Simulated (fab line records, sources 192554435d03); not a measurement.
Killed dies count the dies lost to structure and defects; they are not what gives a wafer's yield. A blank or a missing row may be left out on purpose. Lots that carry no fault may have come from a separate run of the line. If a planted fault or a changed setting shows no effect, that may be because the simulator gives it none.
Matching of chambers :: flow n5_finfet :: N5_FIN_CUT_CUT_ETCH_15 on rie_si-01 has 4 sister chambers
The step etches Si in HBr/Cl2/O2, target depth 100 nm, bt time 10 s, time 42.4 s. 14 wafers are shown with their chamber, then 7 later ones without.

## WAFERS PAIRED WITH THEIR CHAMBERS
wafer: L075.2
chamber: 3
oes_product_au (a.u.): 1.016

wafer: L075.3
chamber: 2
oes_product_au (a.u.): 0.997

wafer: L075.5
chamber: 1
oes_product_au (a.u.): 1.005

wafer: L083.1
chamber: 3
oes_product_au (a.u.): 1.013

wafer: L083.4
chamber: 1
oes_product_au (a.u.): 1.002

wafer: L083.5
chamber: 0
oes_product_au (a.u.): 1.038

wafer: L086.2
chamber: 2
oes_product_au (a.u.): 0.997

wafer: L086.3
chamber: 1
oes_product_au (a.u.): 1.003

wafer: L086.4
chamber: 0
oes_product_au (a.u.): 1.037

wafer: L087.2
chamber: 2
oes_product_au (a.u.): 0.998

wafer: L087.3
chamber: 0
oes_product_au (a.u.): 1.038

wafer: L087.4
chamber: 3
oes_product_au (a.u.): 1.012

wafer: L089.2
chamber: 3
oes_product_au (a.u.): 1.015

wafer: L089.4
chamber: 2
oes_product_au (a.u.): 0.996

SIGNATURES (averages over the wafers above)
reading: oes_product_au
chamber 0: 1.03767
chamber 1: 1.00333
chamber 2: 0.99700
chamber 3: 1.01400
scatter within a chamber: 0.00132
Rule: a wafer lies at a distance from a chamber equal to the root of the sum of squares, over the readings, of (its reading less the chamber's mean, divided by the reading's scatter). If the next closest chamber is less than 2 further off than the closest, the wafer can't be placed; otherwise it belongs to the closest. The scatter is the square root of a quotient: the sum, over the shown wafers, of each reading's squared deviation from its chamber's mean, divided by wafers minus chambers.

## WAFERS MISSING THEIR CHAMBER
wafer: L089.5
oes_product_au (a.u.): 1.039

wafer: L090.1
oes_product_au (a.u.): 1.007

wafer: L090.2
oes_product_au (a.u.): 1.034

wafer: L090.4
oes_product_au (a.u.): 1.001

wafer: L094.2
oes_product_au (a.u.): 1.009

wafer: L094.3
oes_product_au (a.u.): 1.007

wafer: L094.4
oes_product_au (a.u.): 1.004

## EACH ONE'S CHAMBER
wafer: L089.5
from the rows above: 0
in truth: 0

wafer: L090.1
from the rows above: 1
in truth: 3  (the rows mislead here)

wafer: L090.2
from the rows above: 0
in truth: 0

wafer: L090.4
from the rows above: can't be placed: 1 or 2
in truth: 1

wafer: L094.2
from the rows above: can't be placed: 3 or 1
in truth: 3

wafer: L094.3
from the rows above: 1
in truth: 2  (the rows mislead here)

wafer: L094.4
from the rows above: 1
in truth: 1
Correct placement for 3 of the 7. Unplaceable from these rows: 2, with the true chamber sitting among the candidates in 2. 2 placed wrongly.
